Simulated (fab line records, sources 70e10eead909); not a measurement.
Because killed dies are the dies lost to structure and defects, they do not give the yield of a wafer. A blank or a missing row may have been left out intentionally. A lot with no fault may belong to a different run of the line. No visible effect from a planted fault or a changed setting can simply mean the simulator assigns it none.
Matching of chambers || flow nand-harc || NHARC_A_CHANNEL_FILL_D1_CMP_10 on cmp-02: 4 sister chambers
The step polishes, target thk 150 nm. 4 wafers are shown with their chamber, then 7 later ones without.

WAFERS PAIRED WITH THEIR CHAMBERS
{"wafer": "L860.2", "chamber": 0, "motor-current-A (A)": 11.8}
{"wafer": "L861.5", "chamber": 1, "motor-current-A (A)": 12.0}
{"wafer": "L862.2", "chamber": 3, "motor-current-A (A)": 9.7}
{"wafer": "L862.3", "chamber": 2, "motor-current-A (A)": 11.9}

WAFERS WITH NO CHAMBER GIVEN
{"wafer": "L862.5", "motor-current-A (A)": 9.4}
{"wafer": "L864.2", "motor-current-A (A)": 11.8}
{"wafer": "L864.5", "motor-current-A (A)": 11.7}
{"wafer": "L864.6", "motor-current-A (A)": 12.6}
{"wafer": "L866.1", "motor-current-A (A)": 12.6}
{"wafer": "L866.3", "motor-current-A (A)": 12.4}
{"wafer": "L866.6", "motor-current-A (A)": 11.4}

WHICH CHAMBER EACH WENT THROUGH
{"wafer": "L862.5", "from the rows above": 3, "in truth": 3}
{"wafer": "L864.2", "from the rows above": "can't be placed: 0 or 2 or 1", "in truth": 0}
{"wafer": "L864.5", "from the rows above": "can't be placed: 0 or 2 or 1", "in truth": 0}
{"wafer": "L864.6", "from the rows above": "can't be placed: 1 or 2 or 0", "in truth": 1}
{"wafer": "L866.1", "from the rows above": "can't be placed: 1 or 2 or 0", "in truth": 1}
{"wafer": "L866.3", "from the rows above": "can't be placed: 1 or 2 or 0", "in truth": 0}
{"wafer": "L866.6", "from the rows above": "can't be placed: 0 or 2 or 1", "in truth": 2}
Correct placement for 1 of the 7. Unplaceable from these rows: 6, with the true chamber sitting among the candidates in 6. Placed wrongly: 0.
How it was worked out, from the rows above alone: a wafer's distance from a chamber is the root of the sum, over the readings, of the square of ((its reading less the chamber's mean) divided by the reading's scatter). If the next closest chamber is less than 2 further off than the closest, the wafer can't be placed; otherwise it belongs to the closest. A chamber's mean is the mean of its shown wafers. The scatter (one wafer shown for each chamber): square how far every hidden wafer sits from the nearest shown wafer, average those squares and take the square root.
